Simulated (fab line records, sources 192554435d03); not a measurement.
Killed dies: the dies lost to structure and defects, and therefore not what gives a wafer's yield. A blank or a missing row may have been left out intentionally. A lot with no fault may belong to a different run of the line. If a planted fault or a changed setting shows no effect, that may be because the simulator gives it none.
Chamber matching | flow n5Finfet | cmp-01 running N5_BEOL_M10_CMP_52: 4 sister chambers
The step polishes, stops on SiCOH lowk, t overpolish 7 s, target thk 140 nm. 8 wafers are shown with their chamber, then 8 later ones without.

## WAFERS, EACH WITH ITS CHAMBER
wafer  | chamber | motorCurrentA (A) | timeToEndpointS (s)
L074.6 | 1       | 7.4               | 57
L080.1 | 0       | 5.5               | 58
L080.3 | 3       | 5.4               | 64
L080.4 | 2       | 5.9               | 67
L082.3 | 1       | 7.2               | 64
L082.4 | 3       | 5.1               | 68
L082.6 | 2       | 5.6               | 73
L084.2 | 0       | 5.5               | 65

## WAFERS WITH NO CHAMBER GIVEN
wafer  | motorCurrentA (A) | timeToEndpointS (s)
L084.4 | 5.9               | 75
L084.6 | 4.9               | 67
L086.2 | 5.6               | 59
L086.5 | 7.2               | 66
L086.6 | 5.8               | 75
L090.1 | 5.5               | 65
L090.3 | 7.3               | 66
L090.5 | 5.6               | 69

## WHICH CHAMBER EACH WENT THROUGH
wafer  | from the rows above          | in truth
L084.4 | 2                            | 2
L084.6 | can't be placed: 3 or 0      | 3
L086.2 | can't be placed: 0 or 3 or 2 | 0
L086.5 | 1                            | 1
L086.6 | 2                            | 2
L090.1 | can't be placed: 0 or 3 or 2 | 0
L090.3 | 1                            | 1
L090.5 | can't be placed: 2 or 0 or 3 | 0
Correct placement for 4 of the 8. Cannot be placed on the basis of these rows: 4; the candidates contain the true chamber in 4. 0 placed wrongly.
How it was worked out, from the rows above alone: a wafer's distance from a chamber is the root of the sum, over the readings, of the square of ((its reading less the chamber's mean) divided by the reading's scatter). The wafer belongs to the nearest chamber; if the next one is less than 2 further off, it can't be placed. The mean given for a chamber averages the wafers shown for that chamber. The scatter: take each reading less its chamber's mean, square it, sum over the shown wafers, divide by the number of wafers less the number of chambers, and take the root.
